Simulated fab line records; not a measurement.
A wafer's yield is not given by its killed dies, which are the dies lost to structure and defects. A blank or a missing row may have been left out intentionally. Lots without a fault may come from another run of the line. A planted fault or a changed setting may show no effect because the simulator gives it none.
The tool behind it: which one? | flow n5_finfet | Sampling: 13 lots, 37 wafers, 4 of 1938 route steps

== WHAT THE GAUGES READ, wafer by wafer ==
The record lacks any reading of a measuring or inspecting step that a usual standard deviation could be used to judge.

== WHICH TOOL RAN EACH LOT (tool, then ch and the chambers of the sampled wafers, then the start) ==
lot  | N5_BEOL_M1_ECD_50              | N5_PASSIVATION_STRIP_14            | N5_PASSIVATION_AL_ETCH_33         | N5_PASSIVATION_PROBE_49
L429 | ecd_cu-01 ch 0,1, day 6 02:55  | rie_diel-01 ch 0,1,2, day 12 12:20 | rie_metal-02 ch 0, day 12 13:33   | prober-01, day 12 18:15
L430 | ecd_cu-02 ch 1, day 6 18:17    | rie_diel-01 ch 0,2,3, day 13 02:04 | rie_metal-01 ch 0,1, day 13 04:08 | prober-02, day 13 08:55
L431 | ecd_cu-01 ch 0,1, day 6 23:57  | rie_diel-01 ch 0,1,2, day 14 11:41 | rie_metal-01 ch 0,1, day 14 13:52 | -
L433 | ecd_cu-02 ch 0,1, day 7 19:26  | rie_diel-01 ch 0,3, day 14 20:22   | rie_metal-03 ch 0,1, day 14 21:52 | prober-02, day 15 02:47
L435 | ecd_cu-01 ch 0,1, day 7 21:13  | rie_diel-06 ch 0,2, day 16 09:02   | rie_metal-02 ch 1, day 16 10:49   | -
L436 | ecd_cu-01 ch 0,1, day 8 06:03  | rie_diel-02 ch 2,3, day 15 20:46   | rie_metal-02 ch 0,1, day 15 22:04 | -
L437 | ecd_cu-01 ch 0,1, day 8 18:31  | rie_diel-02 ch 0,2,3, day 15 13:03 | rie_metal-01 ch 0,1, day 15 14:51 | -
L438 | ecd_cu-01 ch 1, day 8 19:09    | rie_diel-02 ch 1, day 16 10:02     | rie_metal-02 ch 0, day 16 11:28   | prober-01, day 16 17:17
L439 | ecd_cu-02 ch 0,1, day 9 02:12  | rie_diel-01 ch 0,1,2, day 15 21:04 | rie_metal-03 ch 0,1, day 15 22:47 | -
L441 | ecd_cu-01 ch 0,1, day 9 11:53  | rie_diel-01 ch 0,2, day 17 01:14   | rie_metal-01 ch 0,1, day 17 02:47 | prober-02, day 17 07:41
L444 | ecd_cu-02 ch 0,1, day 10 12:51 | rie_diel-06 ch 1,2, day 17 05:26   | rie_metal-03 ch 0,1, day 17 06:35 | prober-02, day 17 11:44
L446 | ecd_cu-01 ch 0,1, day 10 15:32 | rie_diel-01 ch 0,1,2, day 17 00:44 | rie_metal-01 ch 0,1, day 17 02:07 | prober-01, day 17 07:31
L450 | ecd_cu-01 ch 0,1, day 11 19:31 | rie_diel-01 ch 0,2, day 18 18:24   | rie_metal-03 ch 0, day 18 19:48   | prober-01, day 19 00:42
- N5_BEOL_M1_ECD_50: material Cu, target thk 300 nm.
- N5_PASSIVATION_STRIP_14: strips in O2.
- N5_PASSIVATION_AL_ETCH_33: etches Al in Cl2/BCl3, stops on TaN, target depth 2800 nm, time 466.7 s.
- N5_PASSIVATION_PROBE_49

== AS READ BY THE TOOLS THEMSELVES (means over the sampled wafers that have a number; for cases with no such wafer, the mark the record gives instead) ==
N5_PASSIVATION_STRIP_14. Usual: drypump_motor_current_A 5.79 A, standard deviation 0.23; oes_product_au 0.79 a.u., standard deviation 0.092; rf_vpp_V 3.6 V, standard deviation 0.79; showerhead_plenum_p_Torr 2.09 Torr, standard deviation 0.049; throttle_valve_pct 16.70 %, standard deviation 0.28.
lot  | tool        | drypump_motor_current_A (A) | oes_product_au (a.u.) | rf_vpp_V (V) | showerhead_plenum_p_Torr (Torr) | throttle_valve_pct (%) | flag
L429 | rie_diel-01 | 5.85                        | 0.81                  | 3.3          | 2.11                            | 16.74                  |
L430 | rie_diel-01 | 5.61                        | 0.80                  | 3.3          | 2.08                            | 16.54                  |
L431 | rie_diel-01 | 5.86                        | 0.81                  | 3.5          | 2.11                            | 16.77                  |
L433 | rie_diel-01 | 5.59                        | 0.74                  | 4.2          | 2.08                            | 16.55                  |
L435 | rie_diel-06 | 5.92                        | 0.75                  | 4.0          | 2.05                            | 16.66                  |
L436 | rie_diel-02 | 5.69                        | 0.83                  | 3.8          | 2.13                            | 16.68                  |
L437 | rie_diel-02 | 5.69                        | 0.75                  | 4.3          | 2.09                            | 16.79                  |
L438 | rie_diel-02 | 6.33                        | 0.70                  | 2.9          | 2.15                            | 16.70                  |
L439 | rie_diel-01 | 5.84                        | 0.79                  | 3.3          | 2.10                            | 16.79                  |
L441 | rie_diel-01 | 5.61                        | 0.82                  | 2.9          | 2.06                            | 16.61                  |
L444 | rie_diel-06 | 5.93                        | 0.76                  | 3.1          | 2.09                            | 16.72                  |
L446 | rie_diel-01 | 5.85                        | 0.78                  | 2.7          | 2.10                            | 16.80                  |
L450 | rie_diel-01 | 5.63                        | 0.83                  | 4.6          | 2.05                            | 16.63                  |

N5_PASSIVATION_AL_ETCH_33. Usual: drypump_motor_current_A 5.9 A, standard deviation 0.36; oes_product_au 0.70 a.u., standard deviation 0.058; throttle_valve_pct 34.34 %, standard deviation 0.23.
lot  | tool         | drypump_motor_current_A (A) | oes_product_au (a.u.) | throttle_valve_pct (%) | flag
L429 | rie_metal-02 | 6.0                         | 0.71                  | 34.06                  |
L430 | rie_metal-01 | 5.9                         | 0.72                  | 34.56                  |
L431 | rie_metal-01 | 5.9                         | 0.70                  | 34.63                  |
L433 | rie_metal-03 | 5.9                         | 0.78                  | 34.26                  |
L435 | rie_metal-02 | 5.6                         | 0.60                  | 34.23                  |
L436 | rie_metal-02 | 5.7                         | 0.64                  | 34.15                  |
L437 | rie_metal-01 | 6.3                         | 0.71                  | 34.44                  |
L438 | rie_metal-02 | 6.0                         | 0.68                  | 34.08                  |
L439 | rie_metal-03 | 5.9                         | 0.76                  | 34.30                  |
L441 | rie_metal-01 | 6.2                         | 0.70                  | 34.47                  |
L444 | rie_metal-03 | 5.9                         | 0.77                  | 34.41                  |
L446 | rie_metal-01 | 5.9                         | 0.69                  | 34.63                  |
L450 | rie_metal-03 | 6.0                         | 0.80                  | 34.53                  |

N5_PASSIVATION_PROBE_49. Usual: defect_limited_yield 91.0 %, standard deviation 1.4; killed_at_M0_to_M3 36, standard deviation 10; killed_at_M4_up 15, standard deviation 5; killed_at_contacts 12, standard deviation 6.1; killed_at_front_end 40, standard deviation 13; killed_at_other 3.8, standard deviation 2.9; killed_dies 106, standard deviation 16; killed_on_rim 14, standard deviation 4.1; killed_open 68, standard deviation 12; killed_short 35, standard deviation 8.2; sort_bin_5_function 5.2 %, standard deviation 0.9; sort_bin_6_memory 3.4 %, standard deviation 0.71; sort_bin_8_speed 0.0 %, standard deviation 0.46; sort_n_pass 1073, standard deviation 17; sort_yield_pct 91.0 %, standard deviation 1.5.
lot  | tool      | defect_limited_yield (%) | killed_at_M0_to_M3 | killed_at_M4_up | killed_at_contacts | killed_at_front_end | killed_at_other | killed_dies | killed_on_rim | killed_open | killed_short | sort_bin_5_function (%) | sort_bin_6_memory (%) | sort_bin_8_speed (%) | sort_n_pass | sort_yield_pct (%) | flag
L429 | prober-01 | 91.0                     | 27                 | 17              | 21                 | 37                  | 4.7             | 107         | 13            | 68          | 36           | 5.4                     | 3.5                   | 0.0                  | 1073        | 91.0               |
L430 | prober-02 | 89.4                     | 32                 | 14              | 17                 | 59                  | 2.0             | 125         | 16            | 89          | 33           | 6.3                     | 4.0                   | 0.0                  | 1055        | 89.4               |
L433 | prober-02 | 92.9                     | 22                 | 10              | 11                 | 40                  | 0.7             | 84          | 11            | 56          | 26           | 4.0                     | 2.8                   | 0.0                  | 1096        | 92.9               |
L438 | prober-01 | 91.5                     | 28                 | 16              | 16                 | 39                  | 1.0             | 101         | 12            | 69          | 26           | 4.2                     | 3.5                   | 0.0                  | 1079        | 91.5               |
L441 | prober-02 | 90.7                     | 52                 | 18              | 7                  | 30                  | 3.3             | 110         | 14            | 73          | 33           | 5.1                     | 3.9                   | 0.0                  | 1070        | 90.7               |
L444 | prober-02 | 91.4                     | 45                 | 18              | 11                 | 24                  | 3.3             | 101         | 13            | 75          | 23           | 5.4                     | 2.8                   | 0.0                  | 1079        | 91.4               |
L446 | prober-01 | 58.3                     | 445                | 14              | 6                  | 25                  | 2.0             | 492         | 61            | 52          | 25           | 26.2                    | 11.9                  | 0.0                  | 688         | 58.3               | OFF
L450 | prober-01 | 72.5                     | 239                | 13              | 10                 | 58                  | 5.0             | 325         | 38            | 69          | 43           | 17.3                    | 8.3                   | 0.0                  | 855         | 72.5               | OFF

== THE ANSWER, worked out from the rows above alone ==
Rule: lot off if the mean of its wafers having a number is beyond 3 standard deviations from the usual mean. A lot without any number at a reading at which 4 lots or more have one is off too. All remaining lots with rows at the step are treated as sound. The gauges are gone through in route order, then the tools' own readings, and for those a lot's mean is taken as printed above. At the first step where some lot is off, the reading lying furthest off is the one used; lots without a number count as furthest.
Off, at N5_PASSIVATION_PROBE_49 on killed_at_M0_to_M3: L446, L450. Neither off nor sound, because the step has no rows for them: L431, L435, L436, L437, L439.
A tool fits if, at that step or a process step before it, it ran every lot that is off, and no sound lot after the first of them. 2 tools fit, ecd_cu-01 at N5_BEOL_M1_ECD_50 and prober-01 at N5_PASSIVATION_PROBE_49, so this cannot tell which one it is.

== WHAT THE SIMULATOR HAD INSERTED ==
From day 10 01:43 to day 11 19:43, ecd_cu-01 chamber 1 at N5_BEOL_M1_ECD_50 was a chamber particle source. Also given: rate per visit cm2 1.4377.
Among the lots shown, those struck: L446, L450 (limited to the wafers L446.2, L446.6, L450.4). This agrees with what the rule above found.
